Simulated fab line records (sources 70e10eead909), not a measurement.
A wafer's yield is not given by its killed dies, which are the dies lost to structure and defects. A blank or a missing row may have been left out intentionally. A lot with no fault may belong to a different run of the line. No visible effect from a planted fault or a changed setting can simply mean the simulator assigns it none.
One fault through the eyes of 2 desks / flow nand-harc / only its own numbers are on each desk; what lay behind them is given at the end

DESK OF THE TOOL OWNER: pvd-sputter-02
The tool's own readings at NHARC_A_M0_PVD_20 (deposits TaN, target thk 5 nm, time 8.06 s): means of the sampled wafers that have a number, for each lot that ran on this tool. A lot is out of limits, marked OUT, if its mean lies more than 4 standard deviations from the usual mean; the brackets give that distance.
Columns: A = throttle-valve-pct at NHARC_A_M0_PVD_20, usual 29.7 %
lot=L387; first seen here=day 23 07:00; A=30.4
lot=L390; first seen here=day 24 02:05; A=30.1
lot=L392; first seen here=day 24 13:04; A=30.3
lot=L393; first seen here=day 25 08:55; A=30.3
lot=L396; first seen here=day 26 08:40; A=30.7
lot=L403; first seen here=day 30 09:34; A=29.8
lot=L405; first seen here=day 30 12:57; A=30.0
lot=L404; first seen here=day 30 19:52; A=30.2
Finding of this desk: none of the 8 lots has anything out of limits.

THE DEFECT DESK
Counts from the inspections along the route, per lot, as means over the sampled wafers that have a number. A lot is out of limits, marked OUT, if its mean lies more than 4 standard deviations from the usual mean; the brackets give that distance.
Columns: A = raw-defect-count at NHARC_A_BLC_INSPECT_28, usual 516
lot=L388; first seen here=day 22 22:50; A=396
lot=L387; first seen here=day 23 04:55; A=602
lot=L389; first seen here=day 23 23:19; A=599
lot=L390; first seen here=day 24 00:06; A=667
lot=L392; first seen here=day 24 11:01; A=479
lot=L393; first seen here=day 25 06:56; A=513
lot=L396; first seen here=day 26 06:38; A=437
lot=L403; first seen here=day 30 07:26; A=404
lot=L405; first seen here=day 30 10:58; A=410
lot=L404; first seen here=day 30 17:53; A=582
lot=L407; first seen here=day 31 10:30; A=409
lot=L408; first seen here=day 31 16:12; A=505
lot=L409; first seen here=day 31 16:56; A=593
Finding of this desk: none of the 13 lots has anything out of limits.

BROUGHT TOGETHER
The desk of the tool owner found nothing out of limits.
Nothing the defect desk looked at was out of limits.

WHAT THE SIMULATOR HAD INSERTED
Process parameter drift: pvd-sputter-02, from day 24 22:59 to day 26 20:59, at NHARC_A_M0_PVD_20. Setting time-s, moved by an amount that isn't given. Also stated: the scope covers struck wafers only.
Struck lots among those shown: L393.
